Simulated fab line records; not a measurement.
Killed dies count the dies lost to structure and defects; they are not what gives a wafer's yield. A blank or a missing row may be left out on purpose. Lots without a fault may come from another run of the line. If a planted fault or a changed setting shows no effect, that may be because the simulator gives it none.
fab line records	flow n5_finfet	part 2 of 2: steps 4 to 6 of 6
[record] lots = 20	wafers = 60	last_day = 18
route steps=1938 shown WELL_APT@31 PMOS_HMC_CHANNEL_EPI@68 FIN_SAQP@118
lots untouched by any fault: they come from a run of this same line in which no faults occurred
start_h: start of the lot's first displayed wafer, in hours after the record's first day	wait_h: hours since the lot's step before	" unchanged from the row above	L1.1+2: one row covering several wafers at once	- either no value or no given start	* or withheld: withheld	< > ~ a bound
route shown NAME@n: NAME is a module with steps in the file, n the number in the route of the first one	usual: the fault-free wafers' mean and standard deviation	same: alike in all rows	chamber/n: place in a boat	sites: each site's reading	_std_site: standard deviation across them	_edge_site: outer sites' mean less inner sites'	radius_mm: how far each site lies from the wafer's centre	mask NAME#n: copy n	behind: the last tool/chamber to shape the wafer	hold: why the lot went on hold/how many hours it stayed there/how the hold came to an end	device: whichever transistor did not switch (one of n, p or np)	end of line: at the end of the route, the tests of the same wafers	where a step has no rows: the recipe by itself	killed: dies lost to structure and defects at the first sort, not the wafer's yield	map: a wafer's dies, marking killed ones x, the rest . and places with no die _
set.NAME: setting as actually run; set.NAME@STEP: the setting as run at that earlier step	model.NAME: the simulator's own value behind a step, which no gauge read
the route's steps for a sample of lots (tables are steps, rows are wafers)
services: a tool's chamber out of use, with start hour (start_h, from the record's first day; less than 0 if before it), hours out, and reason
[[steps]]
[step N5_FIN_SAQP_HM_OPEN_73]
[recipe] chemistry = CHF3/O2	target = SiO2	stop_on = a-Si	target_depth_a = 120	over_etch_frac = 1.8	mask_material = SOC	time_s = 16.8	pressure_mtorr = 30	source_w = 650	bias_w = 170	Ar_flow_sccm = 200	CHF3_flow_sccm = 50	O2_flow_sccm = 5	ion_energy_ev = 200	ends = end_point
[usual] drypump_motor_current_A = 5.9/0.43	mfc_ar_sccm = 199.9/0.52	oes_product_au = 0.45/0.038	rf_vpp_V = 526/11	showerhead_plenum_p_Torr = 2.41/0.089	throttle_valve_pct = 18.85/0.16
lot.wafer	tool	chamber	start_h	wait_h	drypump_motor_current_A	mfc_ar_sccm	oes_product_au	rf_hours_counter_h	rf_vpp_V	showerhead_plenum_p_Torr	throttle_valve_pct
L074.2	rie_diel-03	2	22.07	0.0	5.5	200.1	0.43	190	511	2.39	18.77
L074.3	"	3	"	"	5.9	200.4	0.45	147	510	2.42	18.54
L074.6	"	0	"	"	6.3	199.6	0.43	-	520	2.38	18.85
L076.2	rie_diel-03	2	34.26	0.0	5.4	199.4	0.43	194	510	2.39	18.76
L076.3	"	0	"	"	6.3	199.8	0.43	193	519	2.38	18.85
L076.5	"	1	"	"	6.4	200.3	0.49	-	510	2.44	18.78
L077.3	rie_diel-05	1	39.93	0.0	5.2	200.1	0.44	175	526	2.50	19.04
L077.5	"	2	"	"	5.5	200.0	0.43	-	537	2.38	18.78
L077.6	"	1	"	"	5.1	199.7	0.44	-	526	2.50	19.04
L078.2	rie_diel-02	0	46.67	0.0	6.4	200.1	0.47	107	530	2.24	18.86
L078.4	"	3	"	"	6.0	200.1	0.58	2	518	2.36	18.74
L078.6	"	3	"	"	5.9	199.9	0.57	-	517	2.36	18.74
L080.1	rie_diel-02	3	58.46	0.0	6.0	199.5	0.56	5	518	2.35	18.76
L080.3	"	0	"	"	6.4	200.1	0.46	111	527	2.23	18.87
L080.5	"	3	"	"	5.9	199.2	0.56	-	517	2.35	18.75
L081.1	rie_diel-03	1	64.18	0.0	6.4	199.9	0.49	82	509	2.44	18.81
L081.3	"	2	"	"	5.5	200.2	0.42	203	509	2.38	18.79
L081.6	"	3	"	"	5.9	199.9	0.45	-	509	2.41	18.56
L082.2	rie_diel-05	0	70.99	0.0	5.7	199.8	0.43	182	526	2.50	18.65
L082.3	"	1	"	"	5.1	199.6	0.43	184	526	2.50	19.06
L082.5	"	1	"	"	5.1	199.3	0.43	-	526	2.50	19.07
L083.3	rie_diel-02	2	77.53	0.0	5.8	199.9	0.43	211	547	2.38	19.00
L083.4	"	3	"	"	6.0	199.3	0.55	13	517	2.35	18.78
L083.5	"	1	"	"	5.4	199.3	0.46	-	535	2.53	18.70
L084.1	rie_diel-03	1	83.74	0.0	6.3	200.5	0.48	89	507	2.44	18.81
L084.2	"	2	"	"	5.5	199.5	0.42	210	510	2.38	18.81
L084.4	"	0	"	"	6.3	199.3	0.42	208	517	2.37	18.88
L086.1	rie_diel-02	2	94.91	0.0	5.8	198.5	0.43	217	548	2.38	19.01
L086.4	"	1	"	"	5.4	199.3	0.45	153	533	2.53	18.69
L086.6	"	1	"	"	5.4	199.2	0.46	-	532	2.53	18.69
L087.1	rie_diel-02	3	102.57	0.0	6.0	199.8	0.53	20	517	2.35	18.79
L087.4	"	1	"	"	5.4	200.6	0.45	156	534	2.53	18.72
L087.5	"	1	"	"	5.3	200.5	0.45	-	534	2.53	18.73
L088.2	rie_diel-02	2	107.04	0.0	5.8	199.1	0.43	221	547	2.38	19.01
L088.5	"	2	"	"	5.7	199.7	0.43	-	548	2.37	19.01
L088.6	"	1	"	"	5.4	199.7	0.46	-	534	2.52	18.71
L089.4	rie_diel-05	3	114.15	0.0	6.5	199.6	0.44	-	529	2.50	19.07
L089.5	"	1	"	"	5.1	200.1	0.43	-	526	2.49	19.08
L089.6	"	0	"	"	5.8	200.7	0.44	-	527	2.49	18.71
L091.1	rie_diel-05	1	124.44	0.0	5.1	200.9	0.42	205	526	2.49	19.10
L091.3	"	0	"	"	5.8	199.9	0.43	203	527	2.49	18.72
L091.5	"	3	"	"	6.5	198.9	0.44	-	527	2.50	19.09
L092.1	rie_diel-03	2	132.02	0.0	5.5	199.9	0.41	224	511	2.38	18.82
L092.2	"	1	"	"	6.3	199.9	0.48	102	508	2.43	18.82
L092.6	"	1	"	"	6.4	200.2	0.48	-	509	2.43	18.81
L093.1	rie_diel-05	1	136.75	0.0	5.2	199.8	0.42	208	527	2.49	19.10
L093.4	"	2	"	"	5.5	199.7	0.58	3	539	2.37	18.46
L093.5	"	2	"	"	5.5	199.9	0.57	-	539	2.37	18.47
L094.1	rie_diel-02	1	143.34	0.0	5.4	199.4	0.44	171	533	2.52	18.73
L094.5	"	1	"	"	5.4	199.5	0.45	-	534	2.52	18.75
L094.6	"	0	"	"	6.3	199.6	0.46	-	528	2.23	18.92
L095.1	rie_diel-03	0	148.73	0.0	6.3	199.8	0.41	227	518	2.37	18.91
L095.2	"	2	"	"	5.4	200.9	0.40	230	510	2.37	18.83
L095.4	"	1	"	"	6.3	200.7	0.47	109	508	2.43	18.83
L096.2	rie_diel-02	3	157.00	0.0	6.0	199.7	0.52	39	518	2.34	18.81
L096.3	"	1	"	"	5.4	199.6	0.45	175	533	2.52	18.76
L096.5	"	2	"	"	5.8	199.8	0.41	-	547	2.37	19.05
L097.1	rie_diel-02	1	162.46	0.0	5.4	200.0	0.45	177	534	2.52	18.75
L097.3	"	2	"	"	5.8	199.8	0.42	241	547	2.37	19.04
L097.5	"	0	"	"	6.3	200.0	0.45	-	530	2.22	18.91
[step N5_FIN_SAQP_MANDREL_ETCH_22]
[recipe] target_depth_a = 600	chemistry = HBr/Cl2	target = a-Si	stop_on = SiNx	bt_time_s = 10	over_etch_frac = 0.5	time_s = 30	pressure_mtorr = 10	icp_w = 800	bias_w = 75	HBr_flow_sccm = 150	Cl2_flow_sccm = 80	ends = end_point
[usual] drypump_motor_current_A = 5.50/0.27	oes_product_au = 0.760/0.017	throttle_valve_pct = 35.3/0.3
lot.wafer	tool	chamber	start_h	wait_h	drypump_motor_current_A	oes_product_au	rf_hours_counter_h	throttle_valve_pct
L074.2	rie_si-03	0	22.16	0.0	5.96	0.749	110	35.8
L074.3	"	2	"	"	5.57	0.737	64	34.7
L074.6	"	1	"	"	5.18	0.771	-	35.1
L076.2	rie_si-01	0	34.34	0.0	5.72	0.773	132	35.5
L076.3	"	1	"	"	5.49	0.758	155	35.6
L076.5	"	3	"	"	5.38	0.745	-	35.0
L077.3	rie_si-03	0	40.02	0.0	5.96	0.752	111	35.8
L077.5	"	1	"	"	5.18	0.779	-	35.1
L077.6	"	0	"	"	5.97	0.770	-	35.7
L078.2	rie_si-03	2	46.76	0.0	5.55	0.757	65	34.6
L078.4	"	0	"	"	5.96	0.769	111	35.7
L078.6	"	0	"	"	5.97	0.761	-	35.7
L080.1	rie_si-01	2	58.55	0.0	5.76	0.789	146	35.2
L080.3	"	1	"	"	5.51	0.761	156	35.5
L080.5	"	2	"	"	5.76	0.797	-	35.2
L081.1	rie_si-01	1	64.26	0.0	5.48	0.754	156	35.6
L081.3	"	0	"	"	5.75	0.774	133	35.5
L081.6	"	1	"	"	5.44	0.766	-	35.5
L082.2	rie_si-04	2	71.07	0.0	5.28	0.750	136	35.3
L082.3	"	3	"	"	5.53	0.765	76	35.6
L082.5	"	3	"	"	5.53	0.766	-	35.6
L083.3	rie_si-01	1	77.62	0.0	5.52	0.755	156	35.6
L083.4	"	3	"	"	5.40	0.740	96	35.0
L083.5	"	3	"	"	5.40	0.751	-	35.0
L084.1	rie_si-04	1	83.83	0.0	5.30	0.759	31	35.6
L084.2	"	2	"	"	5.28	0.743	137	35.3
L084.4	"	3	"	"	5.51	0.773	76	35.6
L086.1	rie_si-01	0	95.00	0.0	5.74	0.775	133	35.5
L086.4	"	3	"	"	5.37	0.736	96	35.0
L086.6	"	0	"	"	5.74	0.778	-	35.5
L087.1	rie_si-01	0	102.65	0.0	5.73	0.762	133	35.5
L087.4	"	3	"	"	5.39	0.743	96	35.0
L087.5	"	0	"	"	5.74	0.777	-	35.5
L088.2	rie_si-04	1	107.12	0.0	5.30	0.743	32	35.6
L088.5	"	1	"	"	5.28	0.756	-	35.6
L088.6	"	2	"	"	5.27	0.760	-	35.3
L089.4	rie_si-03	0	114.21	0.0	5.97	0.758	112	35.7
L089.5	"	3	"	"	5.09	0.747	-	35.5
L089.6	"	0	"	"	5.97	0.745	-	35.8
L091.1	rie_si-03	3	124.53	0.0	5.12	0.747	176	35.5
L091.3	"	1	"	"	5.16	0.763	34	35.1
L091.5	"	3	"	"	5.13	0.749	-	35.5
L092.1	rie_si-03	1	132.11	0.0	5.20	0.761	34	35.1
L092.2	"	0	"	"	5.96	0.747	113	35.7
L092.6	"	2	"	"	5.53	0.752	-	34.7
L093.1	rie_si-01	3	136.83	0.0	5.40	0.739	97	35.0
L093.4	"	0	"	"	5.74	0.786	134	35.5
L093.5	"	2	"	"	5.77	0.803	-	35.2
L094.1	rie_si-03	1	143.42	0.0	5.16	0.756	34	35.1
L094.5	"	1	"	"	5.16	0.780	-	35.1
L094.6	"	0	"	"	5.97	0.757	-	35.7
L095.1	rie_si-01	1	148.81	0.0	5.49	0.758	157	35.6
L095.2	"	3	"	"	5.40	0.740	97	35.1
L095.4	"	2	"	"	5.75	0.799	148	35.2
L096.2	rie_si-01	3	157.09	0.0	5.40	0.743	97	35.0
L096.3	"	2	"	"	5.73	0.780	148	35.2
L096.5	"	2	"	"	5.74	0.786	-	35.2
L097.1	rie_si-01	2	162.55	0.0	5.78	0.794	148	35.2
L097.3	"	1	"	"	5.51	0.761	158	35.6
L097.5	"	2	"	"	5.75	0.791	-	35.2
[step N5_FIN_SAQP_SPACER2_ALD_28]
[recipe] material = SiO2	target_thk_a = 81	temp_c = 300	ald_precursor_family = BDEAS	ald_co_reactant = O2-plasma	pulse_time_s = 1	purge_time_s = 2	co_reactant_purge_time_s = 2	pressure_torr = 2
[usual] heater_power_outer_w = 259/32	heater_power_w = 458/55	precursor_pulse_height_rel = 1.001/0.021
[same] co_reactant_purge_time_s = 2
lot.wafer	tool	chamber	start_h	wait_h	heater_power_outer_w	heater_power_w	precursor_pulse_height_rel	since_wet_clean_h
L074.2	ald_sin-04	2	25.77	0.1	234	413	0.988	124
L074.3	"	1	"	"	234	465	1.001	124
L074.6	"	0	"	"	284	479	1.005	-
L076.2	ald_sin-02	1	37.38	0.1	222	403	1.041	30
L076.3	"	2	"	"	211	392	0.984	30
L076.5	"	0	"	"	303	523	0.977	-
L077.3	ald_sin-04	2	43.19	0.3	231	409	0.974	141
L077.5	"	3	"	"	289	508	0.985	-
L077.6	"	0	"	"	282	481	0.991	-
L078.2	ald_sin-02	3	49.59	0.1	239	404	1.015	42
L078.4	"	2	"	"	217	395	1.012	42
L078.6	"	1	"	"	226	391	1.004	-
L080.1	ald_sin-04	1	61.46	0.1	236	449	1.001	159
L080.3	"	3	"	"	284	504	1.016	159
L080.5	"	0	"	"	286	476	0.999	-
L081.1	ald_sin-04	0	67.70	0.1	283	488	1.006	166
L081.3	"	3	"	"	287	512	0.987	166
L081.6	"	2	"	"	237	421	1.007	-
L082.2	ald_sin-02	1	73.94	0.1	218	398	0.993	66
L082.3	"	0	"	"	292	523	0.988	66
L082.5	"	2	"	"	218	399	0.999	-
L083.3	ald_sin-03	3	80.81	0.4	264	449	1.034	270
L083.4	"	0	"	"	278	470	0.996	270
L083.5	"	1	"	"	317	547	0.996	-
L084.1	ald_sin-02	0	88.06	0.3	299	528	1.012	80
L084.2	"	1	"	"	222	388	0.992	80
L084.4	"	3	"	"	244	400	0.967	80
L086.1	ald_sin-03	0	100.36	2.4	270	485	0.986	290
L086.4	"	1	"	"	307	544	1.002	290
L086.6	"	0	"	"	272	466	0.974	-
L087.1	ald_sin-04	2	107.87	2.5	240	419	0.974	206
L087.4	"	1	"	"	233	466	0.989	206
L087.5	"	1	"	"	231	452	1.030	-
L088.2	ald_sin-02	3	110.40	0.1	247	405	0.969	103
L088.5	"	0	"	"	299	527	1.012	-
L088.6	"	1	"	"	222	391	1.030	-
L089.4	ald_sin-02	0	118.08	0.9	299	520	1.025	110
L089.5	"	3	"	"	244	408	0.979	-
L089.6	"	0	"	"	296	526	0.995	-
L091.1	ald_sin-02	0	129.06	0.5	290	512	0.992	121
L091.3	"	2	"	"	220	398	1.028	121
L091.5	"	2	"	"	222	394	0.996	-
L092.1	ald_sin-04	2	135.15	0.1	235	420	1.000	233
L092.2	"	3	"	"	284	524	0.966	233
L092.6	"	3	"	"	289	523	0.995	-
L093.1	ald_sin-02	1	140.09	0.1	218	402	0.963	132
L093.4	"	3	"	"	238	417	0.972	-
L093.5	"	1	"	"	235	399	0.981	-
L094.1	ald_sin-02	3	147.00	0.6	249	403	0.966	139
L094.5	"	2	"	"	222	391	1.017	-
L094.6	"	1	"	"	220	393	1.018	-
L095.1	ald_sin-02	0	152.80	0.1	301	523	0.992	145
L095.2	"	2	"	"	218	397	1.007	145
L095.4	"	1	"	"	219	396	0.983	145
L096.2	ald_sin-03	3	160.01	0.1	254	457	1.029	349
L096.3	"	0	"	"	279	475	1.017	349
L096.5	"	0	"	"	273	477	0.993	-
L097.1	ald_sin-03	0	166.19	0.2	271	488	1.014	356
L097.3	"	1	"	"	315	560	0.968	356
L097.5	"	2	"	"	292	518	0.994	-
[[services]]
tool	chamber	start_h	hours	kind
rie_diel-04	0	-7.76	7.2	repair
ald_sin-02	-	-6.25	14.0	pm
rie_diel-03	2	0.31	16.8	repair
rie_diel-05	1	1.08	6.8	repair
rie_diel-06	3	2.62	7.5	repair
rie_diel-02	3	5.01	-	clean
rie_diel-02	3	5.01	-	consumable_replace:focus_ring
rie_si-03	3	5.43	5.1	repair
rie_diel-04	-	8.39	0.6	repair
ald_sin-04	2	12.78	9.6	repair
ald_sin-03	1	18.54	4.8	repair
ald_sin-03	2	19.63	4.0	repair
rie_si-04	-	26.09	28.1	pm
ald_sin-02	3	32.47	3.5	repair
rie_diel-02	-	35.71	0.4	repair
ald_sin-04	-	53.48	0.7	repair
rie_diel-04	0	62.99	3.1	repair
rie_si-01	2	64.85	0.9	repair
ald_sin-04	1	66.51	9.2	repair
ald_sin-03	-	102.60	28.1	pm
rie_diel-01	0	107.52	8.7	repair
rie_diel-05	1	141.45	1.7	repair
rie_diel-01	-	142.97	28.1	pm
rie_diel-06	-	151.78	0.2	repair
